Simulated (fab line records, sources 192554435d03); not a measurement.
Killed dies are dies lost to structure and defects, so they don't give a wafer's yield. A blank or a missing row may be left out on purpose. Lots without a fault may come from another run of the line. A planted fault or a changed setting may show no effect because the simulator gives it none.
Chamber matching | flow n5_finfet | N5_DUMMY_REMOVAL_STRIP_10 on rie_diel-06: 4 sister chambers
The step strips in N2/H2, time 40 s. 24 wafers are shown with their chamber, then 12 later ones without.

WAFERS WITH THEIR CHAMBER
wafer  | chamber | drypump_motor_current_A (A) | throttle_valve_pct (%) | showerhead_plenum_p_Torr (Torr)
L074.2 | 1       | 5.7                         | 12.46                  | 3.20
L074.3 | 3       | 5.2                         | 12.45                  | 3.33
L074.4 | 2       | 5.8                         | 12.14                  | 3.43
L077.4 | 2       | 5.8                         | 12.16                  | 3.42
L077.5 | 3       | 5.2                         | 12.48                  | 3.33
L077.6 | 2       | 5.9                         | 12.15                  | 3.42
L082.2 | 2       | 5.8                         | 12.16                  | 3.42
L082.4 | 3       | 5.2                         | 12.49                  | 3.32
L082.5 | 2       | 5.8                         | 12.15                  | 3.42
L084.2 | 2       | 5.8                         | 12.19                  | 3.42
L084.3 | 1       | 5.8                         | 12.51                  | 3.19
L084.4 | 3       | 5.2                         | 12.51                  | 3.32
L085.1 | 2       | 5.9                         | 12.20                  | 3.41
L085.2 | 1       | 5.7                         | 12.50                  | 3.19
L085.3 | 3       | 5.1                         | 12.50                  | 3.32
L089.3 | 2       | 5.8                         | 12.23                  | 3.41
L089.4 | 1       | 5.8                         | 12.52                  | 3.19
L089.5 | 0       | 5.4                         | 12.47                  | 3.35
L090.2 | 2       | 5.8                         | 12.23                  | 3.41
L090.3 | 0       | 5.4                         | 12.45                  | 3.35
L090.4 | 0       | 5.4                         | 12.49                  | 3.35
L093.1 | 1       | 5.7                         | 11.89                  | 3.59
L093.3 | 0       | 5.4                         | 12.52                  | 3.35
L093.6 | 0       | 5.4                         | 12.49                  | 3.35

SIGNATURES (means of the wafers above)
reading                  | chamber 0 | chamber 1 | chamber 2 | chamber 3 | scatter within a chamber
drypump_motor_current_A  | 5.400     | 5.740     | 5.822     | 5.180     | 0.0422
throttle_valve_pct       | 12.4840   | 12.3760   | 12.1789   | 12.4860   | 0.125
showerhead_plenum_p_Torr | 3.3500    | 3.2720    | 3.4178    | 3.3240    | 0.0797
Rule: a wafer's distance from a chamber is the root of the sum, over the readings, of the square of ((its reading less the chamber's mean) divided by the reading's scatter). The wafer belongs to the nearest chamber; if the next one is less than 2 further off, it can't be placed. The scatter: the root of (the sum of the squares of (reading less its chamber's mean) over the shown wafers, divided by (wafers less chambers)).

WAFERS WITHOUT THEIR CHAMBER
wafer  | drypump_motor_current_A (A) | throttle_valve_pct (%) | showerhead_plenum_p_Torr (Torr)
L094.1 | 5.8                         | 11.90                  | 3.59
L094.2 | 5.9                         | 12.25                  | 3.40
L094.3 | 5.4                         | 12.51                  | 3.35
L095.2 | 5.8                         | 12.26                  | 3.40
L095.3 | 5.4                         | 12.53                  | 3.35
L095.6 | 5.2                         | 11.91                  | 3.31
L096.4 | 5.7                         | 11.90                  | 3.58
L096.5 | 5.2                         | 11.92                  | 3.31
L096.6 | 5.8                         | 12.24                  | 3.40
L097.1 | 5.2                         | 11.91                  | 3.31
L097.3 | 5.7                         | 11.89                  | 3.58
L097.6 | 5.2                         | 11.92                  | 3.30

WHICH CHAMBER EACH WENT THROUGH
wafer  | from the rows above     | in truth
L094.1 | 2                       | 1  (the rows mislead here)
L094.2 | 2                       | 2
L094.3 | 0                       | 0
L095.2 | can't be placed: 2 or 1 | 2
L095.3 | 0                       | 0
L095.6 | can't be placed: 3 or 0 | 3
L096.4 | can't be placed: 2 or 1 | 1
L096.5 | 3                       | 3
L096.6 | can't be placed: 2 or 1 | 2
L097.1 | can't be placed: 3 or 0 | 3
L097.3 | can't be placed: 2 or 1 | 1
L097.6 | 3                       | 3
Placed correctly: 5 of 12. Can't be placed from these rows: 6 (the true chamber is among the candidates in 6). Placed wrongly: 1.
